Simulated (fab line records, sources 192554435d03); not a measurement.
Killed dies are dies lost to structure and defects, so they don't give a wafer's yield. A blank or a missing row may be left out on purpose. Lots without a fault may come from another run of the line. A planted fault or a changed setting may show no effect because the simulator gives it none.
Split-lot experiment | flow n5_finfet | 7 lots, 21 wafers read, on a route of 1938 steps

THE SPLIT
At N5_BEOL_M4_COAT_67 (time 60 s, resist thk 60 nm), the setting spin_rpm was moved away from the recipe's 1500 rpm on 5 of the 21 wafers read, by -5.9% to +11.0%. The other wafers ran this setting at the recipe's value.

FROM THE SPLIT TO THE READING: what the file shows between them, 8 steps
- N5_BEOL_M4_DESCUM_33: chemistry O2, time 7 s (also split here: time_s)
- N5_BEOL_M4_ETCH_77: etches underlayer in N2/H2, target depth 6.5 nm, time 5.2 s
- N5_BEOL_M4_ETCH_69: etches SiARC in CF4, target depth 15.6 nm, time 26 s
- N5_BEOL_M4_ALD_98: deposits SiO2, target thk 2.5 nm, pulse time 1 s, co reactant pulse time 1 s
- N5_BEOL_M4_ETCHBACK_99: etches SiO2 in CHF3, target depth 5 nm, time 10.4 s
- N5_BEOL_M4_ETCH_70: etches SOC in N2/H2, target depth 80 nm, overetch 24 nm, time 130 s
- N5_BEOL_M4_STRIP_71: strips in N2/H2
- N5_BEOL_M4_STRIP_78: strips in N2/H2

THE READING
SOC_of_BEOL_M4_COAT_67.thk_nm (the simulator's own value, which no gauge read), in nm, at N5_BEOL_M4_VIA_ETCH_34 (etches the open film in C4F6/O2, target depth 69.4 nm, time 65.9 s). The file gives no usual value for it. The 16 wafers here that ran the recipe average 51.8 nm, standard deviation 0.23 nm.

wafer  | tool, chamber at the split | spin_rpm as run, rpm | against the recipe | SOC_of_BEOL_M4_COAT_67.thk_nm, nm | against lot-mates on the recipe
L075.3 | litho_track-04, 0          | 1500                 | recipe             | 51.8                              | -
L075.4 | litho_track-04, 0          | 1500                 | recipe             | 52                                | -
L075.5 | litho_track-04, 0          | 1500                 | recipe             | 51.6                              | -
L077.2 | litho_track-03, 0          | 1624                 | +8.3%              | 49.4                              | -2.1
L077.3 | litho_track-03, 0          | 1500                 | recipe             | 51.4                              | -
L077.5 | litho_track-03, 0          | 1500                 | recipe             | 51.6                              | -
L081.1 | litho_track-03, 0          | 1500                 | recipe             | 51.8                              | -
L081.3 | litho_track-03, 0          | 1500                 | recipe             | 51.8                              | -
L081.2 | litho_track-03, 0          | 1500                 | recipe             | 51.6                              | -
L082.1 | litho_track-03, 0          | 1500                 | recipe             | 51.6                              | -
L082.4 | litho_track-03, 0          | 1642                 | +9.5%              | 49.4                              | -2.2
L082.5 | litho_track-03, 0          | 1642                 | +9.5%              | 49                                | -2.6
L084.4 | litho_track-03, 0          | 1665                 | +11.0%             | 48.8                              | -3.3
L084.5 | litho_track-03, 0          | 1500                 | recipe             | 51.8                              | -
L084.6 | litho_track-03, 0          | 1500                 | recipe             | 52.4                              | -
L090.1 | litho_track-02, 0          | 1500                 | recipe             | 52                                | -
L090.3 | litho_track-02, 0          | 1500                 | recipe             | 51.6                              | -
L090.4 | litho_track-02, 0          | 1500                 | recipe             | 51.6                              | -
L093.2 | litho_track-03, 0          | 1411                 | -5.9%              | 54                                | +2.2
L093.4 | litho_track-03, 0          | 1500                 | recipe             | 51.8                              | -
L093.5 | litho_track-03, 0          | 1500                 | recipe             | 51.8                              | -

THE FIT
A straight line over all 21 wafers: SOC_of_BEOL_M4_COAT_67.thk_nm changes by -0.286 nm for each +1% of spin_rpm; r = -0.98; the points scatter about the line by 0.25 nm.
The same after taking each lot's own level away (the mean of its wafers on the recipe; 21 wafers): -0.282 nm for each +1%; r = -0.98; scatter 0.22 nm.
On that fit, the largest move of spin_rpm shifts the reading by 3.1 nm.
The lots' own levels span 51.50 to 52.10 nm, that is 2.7 times the standard deviation above.
So the lot-to-lot level changes the slope little: the two slopes agree.
Check: with one of the wafers moved furthest among these (+11.0%) left out of the fit, the line predicts -2.94 nm for it against its lot-mates. It came out at -3.3 nm against them.

OTHER SPLITS ON THESE WAFERS
These wafers also went through other splits before the reading. Each is held against what the fit with the lots' levels taken away leaves over:
other split on the same wafers | wafers away from the commonest value | r with SOC_of_BEOL_M4_COAT_67.thk_nm (lot level and that fit taken away)
N5_BEOL_M2_COAT_22 spin_rpm    | 7                                    | +0.34
N5_BEOL_M3_EXPOSE_25 dose_mj   | 6                                    | +0.36
N5_BEOL_M3_ETCH_70 source_w    | 7                                    | +0.21
N5_BEOL_M4_DESCUM_16 time_s    | 6                                    | -0.12
N5_BEOL_M4_ETCH_64 bias_w      | 6                                    | -0.08
N5_BEOL_M4_DESCUM_33 time_s    | 6                                    | +0.03

THE WHOLE CHAIN: every reading that the file lists as answering this split, in the file's order
step                   | what it does                                                        | reading                                                                        | change (the file's fit)               | r (the file's)
N5_BEOL_M4_COAT_67     | time 60 s, resist thk 60 nm                                         | SOC_of_BEOL_M4_COAT_67.thk_nm (the simulator's own value, which no gauge read) | -0.274 nm for each +1% of the setting | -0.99
N5_BEOL_M4_ETCH_70     | etches SOC in N2/H2, target depth 80 nm, overetch 24 nm, time 130 s | etch.depth_nm (the simulator's own value, which no gauge read)                 | -0.276 nm for each +1% of the setting | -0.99
N5_BEOL_M4_VIA_ETCH_34 | etches the open film in C4F6/O2, target depth 69.4 nm, time 65.9 s  | SOC_of_BEOL_M4_COAT_67.thk_nm (the simulator's own value, which no gauge read) | -0.285 nm for each +1% of the setting | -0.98

THE FILE'S OWN FIT
SOC_of_BEOL_M4_COAT_67.thk_nm changes by -0.285 nm for each +1% of spin_rpm, r = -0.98.
